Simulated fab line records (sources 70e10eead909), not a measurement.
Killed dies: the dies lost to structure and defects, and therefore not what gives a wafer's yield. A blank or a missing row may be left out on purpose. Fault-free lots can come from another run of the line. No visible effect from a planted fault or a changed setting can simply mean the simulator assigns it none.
fab line records	flow nandHarc
record: lots: 13	wafers: 39	lastDay: 23
route steps=1159 shown P_START@1 P_ZERO_WELL@56 P_STI@83
lots untouched by any fault: they come from a run of this same line in which no faults occurred
startH: the number of hours between the record's first day and the start of the first shown wafer of the lot	waitH: hours elapsed since this lot's preceding step	" repeats the value in the row above	L1.1+2: a single row standing in for several wafers	- no value present, or no start provided	* or withheld: withheld	< > ~ a bound
route shown NAME@n: a module of which the file shows steps, and the number in the route of the first	usual: the fault-free wafers' mean and standard deviation	same: alike in all rows	chamber/n: place in a boat	sites: per-site readings	_std_site: the standard deviation of these	_edge_site: inner sites' mean taken away from outer sites' mean	radiusMm: for every site, how far away it sits from the centre of the wafer	mask NAME#n: copy n	behind: tool/chamber where the wafer was last shaped	hold: why the lot went on hold/how many hours it stayed there/how the hold came to an end	device: the transistor (n, p or np) that didn't switch	end of line: the same wafers' tests at the end of the route	where a step has no rows: the recipe by itself	killed: at the first sort, the dies lost to defects and structure; wafer yield is something else	map: dies across one wafer; x = killed, . = not, _ = none there
set.NAME: the setting the step ran with; set.NAME@STEP: the setting that earlier step ran with	model.NAME: the simulator's own value behind a step, which no gauge read
one table for each step of the route and one row for each wafer, over a sample of lots
services: a tool's chamber out of use, with start hour (startH, from the record's first day; less than 0 if before it), hours out, and reason
== steps ==
step: NHARC_P_START_INSPECT_01
usual: rawDefectCount: 3.3/2
lot.wafer	tool	chamber	startH	waitH	rawDefectCount
L777.1	defectInspect-01	-	18.04	-	4
L777.4	"	-	"	"	1
L777.6	"	-	"	"	4
L778.2	defectInspect-01	-	24.04	-	5
L778.5	"	-	"	"	2
L778.6	"	-	"	"	6
L780.2	defectInspect-01	-	36.04	-	6
L780.3	"	-	"	"	6
L780.6	"	-	"	"	3
L781.2	defectInspect-02	-	42.04	-	4
L781.3	"	-	"	"	5
L781.6	"	-	"	"	4
L782.1	defectInspect-01	-	48.03	-	3
L782.3	"	-	"	"	3
L782.5	"	-	"	"	3
L783.2	defectInspect-02	-	54.04	-	5
L783.3	"	-	"	"	1
L783.4	"	-	"	"	3
L784.2	defectInspect-02	-	60.04	-	4
L784.3	"	-	"	"	5
L784.5	"	-	"	"	7
L786.2	defectInspect-02	-	72.04	-	3
L786.3	"	-	"	"	0
L786.5	"	-	"	"	3
L787.1	defectInspect-01	-	78.04	-	4
L787.3	"	-	"	"	2
L787.4	"	-	"	"	3
L789.1	defectInspect-02	-	90.04	-	2
L789.2	"	-	"	"	0
L789.6	"	-	"	"	1
L790.1	defectInspect-02	-	96.04	-	0
L790.5	"	-	"	"	6
L790.6	"	-	"	"	4
L791.2	defectInspect-01	-	102.04	-	3
L791.5	"	-	"	"	3
L791.6	"	-	"	"	6
L792.1	defectInspect-01	-	108.04	-	6
L792.2	"	-	"	"	5
L792.6	"	-	"	"	1
step: NHARC_P_ZERO_WELL_EXPOSE_49
recipe: na: 0.6	targetCdNm: 2000	doseMj: 22.64	maskId: P_HVPW
lot.wafer	tool	chamber	startH	waitH	mask
L777.1+4+6	krfScanner-03	0	23.55	-	P_HVPW#0
L778.2+5+6	krfScanner-02	0	29.63	-	P_HVPW#0
L780.2+3+6	krfScanner-04	0	41.47	-	P_HVPW#0
L781.2+3+6	krfScanner-04	0	47.60	-	P_HVPW#0
L782.1+3+5	krfScanner-04	0	53.58	-	P_HVPW#0
L783.2+3+4	krfScanner-03	0	59.62	-	P_HVPW#0
L784.2+3+5	krfScanner-02	0	65.70	-	P_HVPW#0
L786.2+3+5	krfScanner-04	0	77.58	-	P_HVPW#0
L787.1+3+4	krfScanner-03	0	83.45	-	P_HVPW#0
L789.1+2+6	krfScanner-02	0	95.48	-	P_HVPW#0
L790.1+5+6	krfScanner-03	0	101.44	-	P_NWELL#0
L791.2+5+6	krfScanner-02	0	107.62	-	P_HVPW#0
L792.1+2+6	krfScanner-04	0	113.51	-	P_HVPW#0
step: NHARC_P_ZERO_WELL_CD_MEAS_52
recipe: targetCdNm: 2000	landingEnergyEv: 500
usual: cdNm: 1998.3/2.2
lot.wafer	tool	chamber	startH	waitH	cdNm
L777.1	cdSem-02	0	23.70	-	2001.6
L777.4	"	0	"	"	2000.3
L777.6	"	0	"	"	1999.7
L778.2	cdSem-03	0	29.78	-	2000.5
L778.5	"	0	"	"	1999.0
L778.6	"	0	"	"	1997.3
L780.2	cdSem-01	0	41.64	-	1995.8
L780.3	"	0	"	"	1998.9
L780.6	"	0	"	"	1997.6
L781.2	cdSem-01	0	47.75	-	1997.9
L781.3	"	0	"	"	1995.0
L781.6	"	0	"	"	1998.2
L782.1	cdSem-01	0	53.74	-	1999.1
L782.3	"	0	"	"	1997.0
L782.5	"	0	"	"	1998.8
L783.2	cdSem-03	0	59.77	-	1999.4
L783.3	"	0	"	"	1995.3
L783.4	"	0	"	"	2000.2
L784.2	cdSem-02	0	65.86	-	1998.7
L784.3	"	0	"	"	1997.9
L784.5	"	0	"	"	2000.1
L786.2	cdSem-02	0	77.74	-	1998.3
L786.3	"	0	"	"	1999.7
L786.5	"	0	"	"	1995.6
L787.1	cdSem-02	0	83.60	-	1994.6
L787.3	"	0	"	"	1997.3
L787.4	"	0	"	"	1999.0
L789.1	cdSem-02	0	95.63	-	1994.6
L789.2	"	0	"	"	2001.4
L789.6	"	0	"	"	1997.5
L790.1	cdSem-03	0	101.60	-	-
L790.5	"	0	"	"	-
L790.6	"	0	"	"	-
L791.2	cdSem-03	0	107.77	-	2002.1
L791.5	"	0	"	"	2000.3
L791.6	"	0	"	"	1997.1
L792.1	cdSem-03	0	113.67	-	1995.4
L792.2	"	0	"	"	1999.0
L792.6	"	0	"	"	1996.5
step: NHARC_P_STI_CD_MEAS_09
recipe: targetCdNm: 200	landingEnergyEv: 500
usual: cdNm: 199.6/2.8
lot.wafer	tool	chamber	startH	waitH	cdNm
L777.1	cdSem-01	0	40.75	-	200.0
L777.4	"	0	"	"	198.8
L777.6	"	0	"	"	198.0
L778.2	cdSem-03	0	49.13	-	195.9
L778.5	"	0	"	"	195.6
L778.6	"	0	"	"	195.9
L780.2	cdSem-03	0	60.60	-	199.0
L780.3	"	0	"	"	195.9
L780.6	"	0	"	"	197.5
L781.2	cdSem-01	0	65.17	-	201.7
L781.3	"	0	"	"	205.3
L781.6	"	0	"	"	202.0
L782.1	cdSem-02	0	74.46	-	201.9
L782.3	"	0	"	"	207.0
L782.5	"	0	"	"	206.4
L783.2	cdSem-02	0	74.62	-	201.3
L783.3	"	0	"	"	205.1
L783.4	"	0	"	"	197.1
L784.2	cdSem-03	0	82.91	-	198.4
L784.3	"	0	"	"	200.0
L784.5	"	0	"	"	204.2
L786.2	cdSem-03	0	94.94	-	198.0
L786.3	"	0	"	"	197.4
L786.5	"	0	"	"	196.7
L787.1	cdSem-02	0	102.65	-	199.7
L787.3	"	0	"	"	199.7
L787.4	"	0	"	"	197.7
L789.1	cdSem-03	0	118.69	-	197.5
L789.2	"	0	"	"	199.7
L789.6	"	0	"	"	200.3
L792.1	cdSem-02	0	127.37	-	204.2
L792.2	"	0	"	"	200.5
L792.6	"	0	"	"	208.8
L791.2	cdSem-01	0	127.54	-	202.5
L791.5	"	0	"	"	201.8
L791.6	"	0	"	"	203.5
step: NHARC_P_STI_OCD_MEAS_17
usual: trenchDepthNm: 301/4.7	trenchFootCdNm: 157.5/3
lot.wafer	tool	chamber	startH	waitH	trenchDepthNm	trenchFootCdNm
L777.1	ocd-01	-	41.54	0.1	306	156.8
L777.4	"	-	"	"	310	154.8
L777.6	"	-	"	"	298	155.5
L778.2	ocd-01	-	49.92	0.1	298	154.2
L778.5	"	-	"	"	303	152.3
L778.6	"	-	"	"	305	153.1
L780.2	ocd-02	-	61.38	0.1	310	155.8
L780.3	"	-	"	"	308	152.9
L780.6	"	-	"	"	297	156.1
L781.2	ocd-02	-	65.96	0.1	301	159.8
L781.3	"	-	"	"	302	162.5
L781.6	"	-	"	"	307	159.0
L782.1	ocd-02	-	75.25	0.1	295	161.0
L782.3	"	-	"	"	299	164.8
L782.5	"	-	"	"	295	165.2
L783.2	ocd-01	-	75.45	0.1	299	159.8
L783.3	"	-	"	"	306	162.4
L783.4	"	-	"	"	296	155.4
L784.2	ocd-02	-	83.69	0.1	300	156.2
L784.3	"	-	"	"	308	156.6
L784.5	"	-	"	"	303	161.9
L786.2	ocd-01	-	95.73	0.1	306	155.7
L786.3	"	-	"	"	304	154.9
L786.5	"	-	"	"	304	154.4
L787.1	ocd-01	-	103.44	0.1	305	157.5
L787.3	"	-	"	"	305	156.8
L787.4	"	-	"	"	298	156.0
L789.1	ocd-02	-	119.47	0.1	301	155.5
L789.2	"	-	"	"	305	157.4
L789.6	"	-	"	"	301	158.4
L792.1	ocd-02	-	128.19	0.1	303	161.6
L792.2	"	-	"	"	307	157.5
L792.6	"	-	"	"	306	165.4
L791.2	ocd-01	-	128.36	0.1	303	160.6
L791.5	"	-	"	"	303	160.0
L791.6	"	-	"	"	297	162.3
== services ==
tool	chamber	startH	hours	kind
krfScanner-04	-	0.82	3.7	repair
krfScanner-02	-	38.00	4.0	pm
krfScanner-04	-	55.84	18.1	repair
== key ==
firstSign: step: NHARC_P_ZERO_WELL_EXPOSE_49	reading: mask	direction: changed
effect: step: NHARC_P_ZERO_WELL_CD_MEAS_52	reading: cdNm	direction: missing
metAt NHARC_P_ZERO_WELL_EXPOSE_49
struckLots L790
laterRowsLeftOut L790.1,L790.5,L790.6
sortLeftOut L790.1,L790.5,L790.6
testerLeftOut L790
notActingAt NHARC_P_START_INSPECT_01,NHARC_P_STI_CD_MEAS_09,NHARC_P_STI_OCD_MEAS_17
onsetBetween 83.45 101.44
fault: kind: wrongMask	tool: any	chamber: -	onsetH: 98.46	steps: NHARC_P_ZERO_WELL_EXPOSE_49	auxCopy: P_NWELL#0	scope: struckLotsOnly
testerLeftOut: of these lots the tester's yield and bins aren't shown, on N5 and GAA mostly nor the transistor test; their killed dies are dies lost to structure and defects alone, not to doping, threshold or leakage, so they don't give the yield
sortLeftOut: the simulated sort isn't trusted on such a fault, so these wafers' sort isn't shown, and their yield isn't known
laterRowsLeftOut: the simulator's readings of these wafers behind a module that went badly wrong aren't trusted and aren't shown, but for the sort
